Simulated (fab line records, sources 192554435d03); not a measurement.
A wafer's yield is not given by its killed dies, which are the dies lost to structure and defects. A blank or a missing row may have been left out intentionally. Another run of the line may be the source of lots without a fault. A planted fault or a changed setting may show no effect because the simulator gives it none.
Which tool was responsible? / flow n5 finfet / 33 wafers from 11 lots sampled at 5 of the route's 1938 steps

## WHAT THE GAUGES READ, wafer by wafer
N5_BEOL_M5_INSPECT_58: inspects for defects (darkfield). Usual: raw defect count at 78, with a standard deviation of 24.
lot=L564; measured=day 9 23:06; on=defect inspect-02; raw defect count=47 60 61; flag=
lot=L566; measured=day 10 12:35; on=defect inspect-01; raw defect count=58 43 49; flag=
lot=L568; measured=day 11 06:02; on=defect inspect-01; raw defect count=873 112 73; flag=OFF
lot=L569; measured=day 11 11:47; on=defect inspect-02; raw defect count=71 88 55; flag=
lot=L576; measured=day 12 02:19; on=defect inspect-02; raw defect count=126 119 152; flag=
lot=L577; measured=day 13 04:11; on=defect inspect-02; raw defect count=86 72 54; flag=
lot=L578; measured=day 13 09:09; on=defect inspect-02; raw defect count=56 91 86; flag=
lot=L580; measured=day 13 23:24; on=defect inspect-01; raw defect count=68 77 66; flag=
lot=L582; measured=day 14 04:59; on=defect inspect-01; raw defect count=48 32 36; flag=
lot=L583; measured=day 14 11:22; on=defect inspect-01; raw defect count=73 95 82; flag=
lot=L584; measured=day 14 14:44; on=defect inspect-02; raw defect count=85 82 102; flag=

N5_BEOL_M6_INSPECT_13: inspects for defects (brightfield). Usual: raw defect count at 457, with a standard deviation of 110.
lot=L564; measured=day 10 02:41; on=defect inspect-02; raw defect count=323 309 316; flag=
lot=L566; measured=day 10 14:55; on=defect inspect-02; raw defect count=401 297 400; flag=
lot=L568; measured=day 11 08:11; on=defect inspect-02; raw defect count=1362 547 483; flag=OFF
lot=L569; measured=day 11 14:03; on=defect inspect-01; raw defect count=338 479 273; flag=
lot=L576; measured=day 12 04:40; on=defect inspect-01; raw defect count=586 507 551; flag=
lot=L577; measured=day 13 06:24; on=defect inspect-02; raw defect count=436 434 344; flag=
lot=L578; measured=day 13 11:43; on=defect inspect-02; raw defect count=378 404 419; flag=
lot=L580; measured=day 14 02:29; on=defect inspect-02; raw defect count=392 669 437; flag=
lot=L582; measured=day 14 08:11; on=defect inspect-01; raw defect count=443 607 277; flag=
lot=L583; measured=day 14 13:33; on=defect inspect-01; raw defect count=387 454 420; flag=
lot=L584; measured=day 14 16:40; on=defect inspect-01; raw defect count=354 399 461; flag=

## WHAT TOOL EACH LOT RAN ON (gives the tool, then ch and the chambers of the sampled wafers, and finally the start)
lot=L564; N5_BEOL_M5_SPUTTER_81=pvd sputter-03, day 9 18:37; N5_BEOL_M5_ANNEAL_51=rtp anneal-01 ch 0, day 9 22:18; N5_BEOL_M5_CMP_52=cmp-03 ch 0,3, day 9 22:31
lot=L566; N5_BEOL_M5_SPUTTER_81=pvd sputter-01, day 10 08:13; N5_BEOL_M5_ANNEAL_51=rtp anneal-01 ch 0, day 10 11:41; N5_BEOL_M5_CMP_52=cmp-01 ch 2,3, day 10 12:00
lot=L568; N5_BEOL_M5_SPUTTER_81=pvd sputter-01, day 11 00:48; N5_BEOL_M5_ANNEAL_51=rtp anneal-01 ch 0, day 11 04:20; N5_BEOL_M5_CMP_52=cmp-03 ch 0,2, day 11 05:13
lot=L569; N5_BEOL_M5_SPUTTER_81=pvd sputter-01, day 11 07:22; N5_BEOL_M5_ANNEAL_51=rtp anneal-02 ch 0, day 11 10:55; N5_BEOL_M5_CMP_52=cmp-02 ch 1,2,3, day 11 11:13
lot=L576; N5_BEOL_M5_SPUTTER_81=pvd sputter-02, day 11 21:53; N5_BEOL_M5_ANNEAL_51=rtp anneal-01 ch 0, day 12 01:26; N5_BEOL_M5_CMP_52=cmp-01 ch 2,3, day 12 01:41
lot=L577; N5_BEOL_M5_SPUTTER_81=pvd sputter-01, day 12 23:03; N5_BEOL_M5_ANNEAL_51=rtp anneal-01 ch 0, day 13 03:08; N5_BEOL_M5_CMP_52=cmp-02 ch 0,2,3, day 13 03:35
lot=L578; N5_BEOL_M5_SPUTTER_81=pvd sputter-02, day 13 04:46; N5_BEOL_M5_ANNEAL_51=rtp anneal-01 ch 0, day 13 08:17; N5_BEOL_M5_CMP_52=cmp-02 ch 1,2, day 13 08:37
lot=L580; N5_BEOL_M5_SPUTTER_81=pvd sputter-01, day 13 19:03; N5_BEOL_M5_ANNEAL_51=rtp anneal-01 ch 0, day 13 22:31; N5_BEOL_M5_CMP_52=cmp-02 ch 1,3, day 13 22:49
lot=L582; N5_BEOL_M5_SPUTTER_81=pvd sputter-01, day 14 00:39; N5_BEOL_M5_ANNEAL_51=rtp anneal-02 ch 0, day 14 04:07; N5_BEOL_M5_CMP_52=cmp-02 ch 1,3, day 14 04:27
lot=L583; N5_BEOL_M5_SPUTTER_81=pvd sputter-01, day 14 06:13; N5_BEOL_M5_ANNEAL_51=rtp anneal-02 ch 0, day 14 10:26; N5_BEOL_M5_CMP_52=cmp-01 ch 0,1, day 14 10:46
lot=L584; N5_BEOL_M5_SPUTTER_81=pvd sputter-02, day 14 10:24; N5_BEOL_M5_ANNEAL_51=rtp anneal-01 ch 0, day 14 13:57; N5_BEOL_M5_CMP_52=cmp-03 ch 0,1,2, day 14 14:16
- N5_BEOL_M5_SPUTTER_81: material Cu, target thk 15 nm, time 27.62 s.
- N5_BEOL_M5_ANNEAL_51: time 90 s.
- N5_BEOL_M5_CMP_52: polishes, stops on SiCOH lowk, t overpolish 6.9 s, target thk 62 nm.

## AS READ BY THE TOOLS THEMSELVES (means over the sampled wafers that have a number; for cases with no such wafer, the mark the record gives instead)
N5_BEOL_M5_SPUTTER_81. Usual: throttle valve pct at 29.5 %, with a standard deviation of 0.79.
lot=L564; tool=pvd sputter-03; throttle valve pct (%)=29.6; flag=
lot=L566; tool=pvd sputter-01; throttle valve pct (%)=30.1; flag=
lot=L568; tool=pvd sputter-01; throttle valve pct (%)=29.6; flag=
lot=L569; tool=pvd sputter-01; throttle valve pct (%)=29.2; flag=
lot=L576; tool=pvd sputter-02; throttle valve pct (%)=29.3; flag=
lot=L577; tool=pvd sputter-01; throttle valve pct (%)=30.2; flag=
lot=L578; tool=pvd sputter-02; throttle valve pct (%)=28.5; flag=
lot=L580; tool=pvd sputter-01; throttle valve pct (%)=29.6; flag=
lot=L582; tool=pvd sputter-01; throttle valve pct (%)=30.4; flag=
lot=L583; tool=pvd sputter-01; throttle valve pct (%)=28.8; flag=
lot=L584; tool=pvd sputter-02; throttle valve pct (%)=29.8; flag=

N5_BEOL_M5_ANNEAL_51. Usual: wafer_temp_C_max at 226.06, with a standard deviation of 0.28.
lot=L564; tool=rtp anneal-01; wafer_temp_C_max=225.96; flag=
lot=L566; tool=rtp anneal-01; wafer_temp_C_max=225.81; flag=
lot=L568; tool=rtp anneal-01; wafer_temp_C_max=225.84; flag=
lot=L569; tool=rtp anneal-02; wafer_temp_C_max=226.28; flag=
lot=L576; tool=rtp anneal-01; wafer_temp_C_max=225.91; flag=
lot=L577; tool=rtp anneal-01; wafer_temp_C_max=226.08; flag=
lot=L578; tool=rtp anneal-01; wafer_temp_C_max=225.77; flag=
lot=L580; tool=rtp anneal-01; wafer_temp_C_max=225.82; flag=
lot=L582; tool=rtp anneal-02; wafer_temp_C_max=226.26; flag=
lot=L583; tool=rtp anneal-02; wafer_temp_C_max=226.24; flag=
lot=L584; tool=rtp anneal-01; wafer_temp_C_max=225.91; flag=

N5_BEOL_M5_CMP_52. Usual: barrier field endpoint s 24.8 s, standard deviation 0.62; motor current A 5.9 A, standard deviation 0.89; overpolish run s 6.899 s, standard deviation 0.0094; time to endpoint s 63.0 s, standard deviation 2.6.
lot=L564; tool=cmp-03; barrier field endpoint s (s)=25.2; motor current A (A)=6.6; overpolish run s (s)=6.893; time to endpoint s (s)=63.9; flag=
lot=L566; tool=cmp-01; barrier field endpoint s (s)=25.3; motor current A (A)=6.1; overpolish run s (s)=6.899; time to endpoint s (s)=61.7; flag=
lot=L568; tool=cmp-03; barrier field endpoint s (s)=25.2; motor current A (A)=4.7; overpolish run s (s)=6.896; time to endpoint s (s)=64.1; flag=
lot=L569; tool=cmp-02; barrier field endpoint s (s)=24.5; motor current A (A)=6.5; overpolish run s (s)=6.898; time to endpoint s (s)=62.0; flag=
lot=L576; tool=cmp-01; barrier field endpoint s (s)=25.1; motor current A (A)=6.3; overpolish run s (s)=6.894; time to endpoint s (s)=65.6; flag=
lot=L577; tool=cmp-02; barrier field endpoint s (s)=25.6; motor current A (A)=5.9; overpolish run s (s)=6.907; time to endpoint s (s)=63.1; flag=
lot=L578; tool=cmp-02; barrier field endpoint s (s)=24.8; motor current A (A)=6.8; overpolish run s (s)=6.899; time to endpoint s (s)=62.8; flag=
lot=L580; tool=cmp-02; barrier field endpoint s (s)=25.4; motor current A (A)=6.1; overpolish run s (s)=6.905; time to endpoint s (s)=63.2; flag=
lot=L582; tool=cmp-02; barrier field endpoint s (s)=24.5; motor current A (A)=6.7; overpolish run s (s)=6.903; time to endpoint s (s)=62.5; flag=
lot=L583; tool=cmp-01; barrier field endpoint s (s)=24.7; motor current A (A)=5.3; overpolish run s (s)=6.894; time to endpoint s (s)=64.3; flag=
lot=L584; tool=cmp-03; barrier field endpoint s (s)=25.9; motor current A (A)=5.3; overpolish run s (s)=6.895; time to endpoint s (s)=65.4; flag=

## THE ANSWER, worked out from the rows above alone
Rule: lot off if the mean of its wafers having a number is beyond 3 standard deviations from the usual mean. A lot without any number at a reading at which 4 lots or more have one is off too. The other lots that the step has rows for count as sound. Order of review: gauges by route order, followed by the tools' own readings, for which a lot's mean as printed above is used. The first step at which some lot is off is used, and at that step the reading that is off furthest; a lot without a number counts as furthest.
Off, at N5_BEOL_M5_INSPECT_58 on raw defect count: L568.
A tool fits if, at a process step before that reading, it ran every lot that is off, and no sound lot after the first of them. The gauges at N5_BEOL_M5_INSPECT_58 aren't tried: what is off there is off at N5_BEOL_M6_INSPECT_13 too, on other tools, and a gauge's error can't cause that. None of those tried fits.

## WHAT THE SIMULATOR HAD INSERTED
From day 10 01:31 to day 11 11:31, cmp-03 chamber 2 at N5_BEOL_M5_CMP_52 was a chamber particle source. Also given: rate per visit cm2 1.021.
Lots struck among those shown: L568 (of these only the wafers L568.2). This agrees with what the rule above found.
